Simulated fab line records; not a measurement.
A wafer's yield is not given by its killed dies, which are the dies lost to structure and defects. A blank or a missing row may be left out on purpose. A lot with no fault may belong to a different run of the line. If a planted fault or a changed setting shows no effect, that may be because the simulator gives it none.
Which tool is to blame? | flow n5Finfet | 33 wafers from 11 lots sampled at 3 of the route's 1938 steps

## WHAT THE GAUGES READ, wafer by wafer
N5_BEOL_M14_OVL_MEAS_11. Usual: V13_OVL 1 nm, standard deviation 7.8.
lot  | measured     | on         | V13_OVL (nm) | flag
L205 | day 11 02:32 | overlay-02 | 2 11 7       | 
L206 | day 11 10:49 | overlay-02 | 5 1 6        | 
L207 | day 11 19:20 | overlay-01 | -1 1 9       | 
L209 | day 12 20:22 | overlay-01 | -10 -6 -5    | 
L215 | day 14 03:18 | overlay-02 | 5 15 14      | 
L216 | day 14 09:54 | overlay-02 | 2 1 0        | 
L222 | day 15 20:37 | overlay-02 | -1 -4 2      | 
L226 | day 16 21:30 | overlay-01 | 22 5 8       | 
L225 | day 16 23:44 | overlay-01 | -6 -7 -8     | 
L227 | day 17 09:45 | overlay-02 | 3 7 7        | 
L228 | day 17 12:33 | overlay-01 | 6 16 10      | 

N5_BEOL_M14_OCD_MEAS_35. Usual: 554 nm for trenchDepthNm, sd 14.
lot  | measured     | on     | trenchDepthNm (nm) | flag
L205 | day 11 04:39 | ocd-01 | 564 566 570        | 
L206 | day 11 12:23 | ocd-02 | 570 540 541        | 
L207 | day 11 21:06 | ocd-02 | 536 537 567        | 
L209 | day 12 22:07 | ocd-01 | 573 539 537        | 
L215 | day 14 04:56 | ocd-01 | 582 556 557        | 
L216 | day 14 11:43 | ocd-02 | 532 581 558        | 
L222 | day 15 22:29 | ocd-01 | 561 552 537        | 
L226 | day 16 23:01 | ocd-02 | 552 542 542        | 
L225 | day 17 01:36 | ocd-01 | 536 549 533        | 
L227 | day 17 11:34 | ocd-01 | 551 558 545        | 
L228 | day 17 14:17 | ocd-01 | 536 535 538        | 

## TOOL THAT RAN EACH LOT (tool first, then ch and the chambers of the sampled wafers, then the start)
lot  | N5_BEOL_M14_ETCH_67
L205 | rieDiel-03 ch 0,3, day 11 04:04
L206 | rieDiel-02 ch 0,1,3, day 11 11:48
L207 | rieDiel-02 ch 0,3, day 11 20:31
L209 | rieDiel-02 ch 0,3, day 12 21:32
L215 | rieDiel-04 ch 0,1,3, day 14 04:22
L216 | rieDiel-04 ch 0,1,2, day 14 11:09
L222 | rieDiel-02 ch 0,2,3, day 15 21:55
L226 | rieDiel-04 ch 0,2,3, day 16 22:27
L225 | rieDiel-02 ch 1,2, day 17 01:01
L227 | rieDiel-04 ch 0,2,3, day 17 10:59
L228 | rieDiel-02 ch 0,1, day 17 13:43
- N5_BEOL_M14_ETCH_67: etches SiARC in CF4, target depth 143 nm, time 238.3 s.

## WHAT THE TOOLS THEMSELVES READ (means of the sampled wafers that have a number; where no wafer has one, the mark that the record gives instead)
N5_BEOL_M14_ETCH_67. Usual: drypumpMotorCurrentA 5.7 A, standard deviation 0.47; etchRfOnTimeS 238 s, standard deviation 5.6; oesProductAu 0.70 a.u., standard deviation 0.078; rfVppV 184.3 V, standard deviation 1.3; showerheadPlenumPTorr 2.17 Torr, standard deviation 0.073; throttleValvePct 15.50 %, standard deviation 0.16.
lot  | tool       | drypumpMotorCurrentA (A) | etchRfOnTimeS (s) | oesProductAu (a.u.) | rfVppV (V) | showerheadPlenumPTorr (Torr) | throttleValvePct (%) | flag
L205 | rieDiel-03 | 5.7                      | 236               | 0.73                | 185.4      | 2.22                         | 15.47                | 
L206 | rieDiel-02 | 5.7                      | 240               | 0.60                | 182.6      | 2.12                         | 15.63                | 
L207 | rieDiel-02 | 5.4                      | 238               | 0.59                | 183.0      | 2.06                         | 15.60                | 
L209 | rieDiel-02 | 5.4                      | 238               | 0.59                | 183.1      | 2.06                         | 15.63                | 
L215 | rieDiel-04 | 6.5                      | 338               | 0.67                | 184.3      | 2.17                         | 15.52                | OFF
L216 | rieDiel-04 | 6.2                      | 285               | 0.72                | 184.2      | 2.20                         | 15.40                | OFF
L222 | rieDiel-02 | 5.4                      | 240               | 0.70                | 184.9      | 2.19                         | 15.47                | 
L226 | rieDiel-04 | 6.2                      | 243               | 0.71                | 185.2      | 2.22                         | 15.59                | 
L225 | rieDiel-02 | 5.9                      | 244               | 0.75                | 184.3      | 2.18                         | 15.36                | 
L227 | rieDiel-04 | 6.2                      | 242               | 0.69                | 185.3      | 2.22                         | 15.61                | 
L228 | rieDiel-02 | 5.9                      | 246               | 0.73                | 184.7      | 2.21                         | 15.24                | 

## THE ANSWER, worked out from the rows above alone
Rule: take the mean of a lot's wafers that have a number; if it is more than 3 standard deviations from the usual mean, the lot is off. Also off: a lot with no number at a reading for which 4 or more lots have one. Any other lot the step has rows for is counted as sound. First the gauges in route order, then the tools' own readings, where a lot's mean is used as printed above. At the first step where some lot is off, the reading lying furthest off is the one used; lots without a number count as furthest.
Off at N5_BEOL_M14_ETCH_67 (etchRfOnTimeS): L215, L216.
If a tool, at that step or one of the process steps before it, ran each lot that is off and ran no sound lot following the first of them, it fits. Of those tried, none fits.

## WHAT THE SIMULATOR HAD PUT IN
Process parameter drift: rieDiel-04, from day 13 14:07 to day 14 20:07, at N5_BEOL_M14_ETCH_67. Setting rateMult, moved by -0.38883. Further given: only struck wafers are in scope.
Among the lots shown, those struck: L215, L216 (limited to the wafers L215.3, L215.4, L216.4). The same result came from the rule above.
